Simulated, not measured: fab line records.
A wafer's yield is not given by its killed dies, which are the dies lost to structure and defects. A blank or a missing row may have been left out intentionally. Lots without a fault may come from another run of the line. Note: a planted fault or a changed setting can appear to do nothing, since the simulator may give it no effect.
A lot that was struck, set against a sound lot    flow n5-finfet    15 steps out of a route of 1938
Sound: wafers L313.4, L313.5, L313.6. Struck: wafers L329.1, L329.5. (L329.2 of the same lot was not struck and is left out.) The cause comes at the end.
For every step that has rows: the tool of each side, followed by ch and its chambers, followed by its first start. Under that, the readings that differ: sound wafers    struck wafers    difference of the means    sigmas: that difference in standard deviations of wafers without a fault.
alike: readings whose means differ by less than 2 such deviations, and words and numbers that are the same on both sides. not compared: withheld readings, readings that some wafer has no value for, bounds like >300 that may hide the same value, and numbers for which the record gives no deviation and whose values overlap.
The two part at a step that has a row with sigmas, a row that says differs or no value, or rows on one side only. Numbers that don't overlap but have no deviation are shown without sigmas and don't part them. Lack of a reading on every wafer of one side parts them only where that side has two or more wafers.

first, 2 steps without rows for these wafers: N5_BEOL_M15_SPUTTER_45 (material Cu, target thk 100 nm, time 16.67 s); N5_BEOL_M15_ECD_47 (material Cu, target thk 1860 nm).
N5_BEOL_M15_ANNEAL_48: time 90 s.
  sound on rtp-anneal-01 ch 0, day 12 07:53; struck on rtp-anneal-01 ch 0, day 15 17:35
  alike: wafer_temp_C_max
N5_BEOL_M15_CMP_49: polishes, stops on SiO2, t overpolish 4.9 s, target thk 850 nm.
  sound on cmp-04 ch 0,1, day 12 08:02; struck on cmp-02 ch 0,2, day 15 17:53
  alike: barrier-field-endpoint-s, motor-current-A, overpolish-run-s
N5_BEOL_M15_THK_MEAS_50: measures by xrf.
  struck on film-metro-02, day 15 18:10; sound on film-metro-02, day 12 08:20
  alike: M15_THK
then, 1 step without rows for these wafers: N5_BEOL_M15_PRE_CLEAN_52 (time 15 s).
N5_BEOL_M15_DEP_53: deposits SiCN from 3MS/NH3, target thk 50 nm, time 17.8 s.
  sound on pecvd-02 ch 0,1,2, day 12 08:25; struck on pecvd-04 ch 2, day 15 18:14
  alike: showerhead-plenum-p-Torr, throttle-valve-pct
N5_BEOL_M15_RS_MEAS_54: the measuring method here is four-point-probe.
  struck on film-metro-02, day 15 18:18; sound on film-metro-01, day 12 08:28
  alike: M15_RS
N5_BEOL_M15_INSPECT_55: inspects for defects (darkfield).
  struck on defect-inspect-01, day 15 18:20; sound on defect-inspect-02, day 12 08:29
  alike: raw-defect-count
N5_BEOL_M15_RC_MEAS_101:
  sound on prober-01 ch 0, day 12 08:59; struck on prober-02 ch 0, day 15 18:21
reading            sound                    struck           difference  sigmas
COMB_M12 (S/m)     6.8e-12 6.5e-12 7.3e-12  3.7e-12 4.8e-12  -2.6e-12    -2
COMB_M13 (S/m)     8.6e-12 3.2e-12 5.4e-12  2.9e-12 3.5e-12  -2.5e-12    -2
COMB_M9 (S/m)      1.2e-11 1.5e-11 1.3e-11  2.6e-11 1.7e-11  +8.2e-12    +3
SERP_M11 (ohm/um)  3.16 3.40 3.16           2.92 2.97        -0.29       -3
  alike: COMB_M10, COMB_M11, COMB_M14, COMB_M15, COMB_M5, COMB_M6, COMB_M7, COMB_M8, SERP_M10, SERP_M12, SERP_M13, SERP_M14, SERP_M5, SERP_M6, SERP_M7, SERP_M8, SERP_M9
then, 1 step without rows for these wafers: N5_PASSIVATION_PECVD_00 (deposits SiO2 from SiH4/N2O, target thk 200 nm, time 11.2 s).
N5_MIM_BOT_DEGAS_01: time 60 s.
  struck on pvd-sputter-01, day 15 21:07; sound on pvd-sputter-03, day 12 11:43
  alike: heater-power-w
N5_MIM_BOT_SPUTTER_00: material TiN, target thk 35 nm, time 89.7 s.
  struck on pvd-sputter-01, day 15 21:09; sound on pvd-sputter-03, day 12 11:46
reading                                      sound         struck   difference  sigmas
model.TiN_of_MIM_BOT_SPUTTER_00.thk-nm (nm)  34.6 34.4 35  27.6 28  -6.9        
  alike: cathode-dc-power-W, throttle-valve-pct
N5_MIM_TOP_ALD_00: deposits Al2O3, purge time 3 s, co reactant pulse time 3 s.
  sound on ald-hk-01 ch 0,1,3, day 12 11:52; struck on ald-hk-03 ch 2,3, day 15 21:15
  alike: precursor-pulse-height-rel
N5_PASSIVATION_PROBE_49:
  only the struck wafers here have rows in the record (prober-02, day 16 09:48); the sound ones have none

WHERE THEY PART
Earliest at N5_BEOL_M15_RC_MEAS_101; latest, in this record, at N5_PASSIVATION_PROBE_49.

WHY: what had been put in by the simulator
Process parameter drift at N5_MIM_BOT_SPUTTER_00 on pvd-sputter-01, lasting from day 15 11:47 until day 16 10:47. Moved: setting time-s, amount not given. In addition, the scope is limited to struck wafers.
